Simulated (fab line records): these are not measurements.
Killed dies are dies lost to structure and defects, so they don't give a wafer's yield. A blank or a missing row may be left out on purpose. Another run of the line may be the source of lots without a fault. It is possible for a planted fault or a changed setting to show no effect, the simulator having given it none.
Problem report, 8D (eight disciplines) form, completed by code    flow nand harc    the parts of the form that need people (team, actions taken, sign-off) are left out

## 1. THE ISSUE
rf fwd power W at NHARC_A_CHANNEL_HOLE_D2_DEP_01 reads a mean of 403.5 W on 6 wafers of 2 lots; wafers without a fault read 348.4 W with a standard deviation of 1.2. That is +46 standard deviations from the usual mean.
The step: deposits SiON, target thk 140 nm.
Seen first at day 19 15:10 on pecvd-01, wafer L679.2. Wafers with a number at this step in the record: 36, from 12 lots. The rule behind "out" and "out of limits": a value lying over 4 standard deviations away from the usual mean. The rest of the wafers with a number are treated as sound.

## 2. WHAT IT IS; WHAT IT IS NOT
question                     is                      is not
which readings at this step  rf fwd power W          heater power outer w, heater power w, susceptor temp C
which lots                   L679, L682              L663, L664, L665, L666, L667, L668, L669, L670, L674, L675
which wafers of those lots   all that have a number  -
read on which tools          pecvd-01                pecvd-02, pecvd-04
when                         from day 19 15:10       up to then (30 sound wafers)

## 3. THE SUSPECTS, EACH WITH WHAT RULES IT OUT
Counting: a tool at a process step up to the reading stays a suspect if it ran every lot that is out and no sound lot after the first of them.
- pecvd-01 at NHARC_A_CHANNEL_HOLE_D2_DEP_01 (deposits SiON, target thk 140 nm): kept. Every lot that is out went through it, starting with L679 (day 19 15:10), and after that it ran no sound lot; the last sound lot it ran before then is L675 (day 18 03:34). Out on those wafers are its own readings of rf fwd power W.
Remaining after the count: pecvd-01 at NHARC_A_CHANNEL_HOLE_D2_DEP_01.

## 4. THE CAUSE (what the simulator had put in)
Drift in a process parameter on pecvd-01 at NHARC_A_CHANNEL_HOLE_D2_DEP_01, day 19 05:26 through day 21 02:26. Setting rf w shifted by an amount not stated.
Counting left only this tool.

## 5. THE EFFECT CHAIN, in route order
Each row: a reading where the mean over the struck wafers with a number is more than 3 standard deviations away from the usual. Scope: only readings with a usual standard deviation given in the record; hours: median across lots of the time from each lot's start at the first step in this table that gives one to its start at this step; sigmas: change in usual standard deviations.
hours  step                            reading         usual    on struck wafers  change  sigmas
0      NHARC_A_CHANNEL_HOLE_D2_DEP_01  rf fwd power W  348.4 W  403.5             +55.1   +46
It contains these process steps:
- NHARC_A_CHANNEL_HOLE_D2_DEP_01: deposits SiON, target thk 140 nm.
Later measuring or inspecting steps at which every struck wafer that the step has a row for has a number for every such reading, and none has moved that far: NHARC_A_CHANNEL_HOLE_D2_INSPECT_12.

## 6. HOW IT WOULD HAVE BEEN CAUGHT EARLIER
10 hours passed between the start of the fault at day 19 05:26 and the first reading out of limits in this record, taken at day 19 15:10.
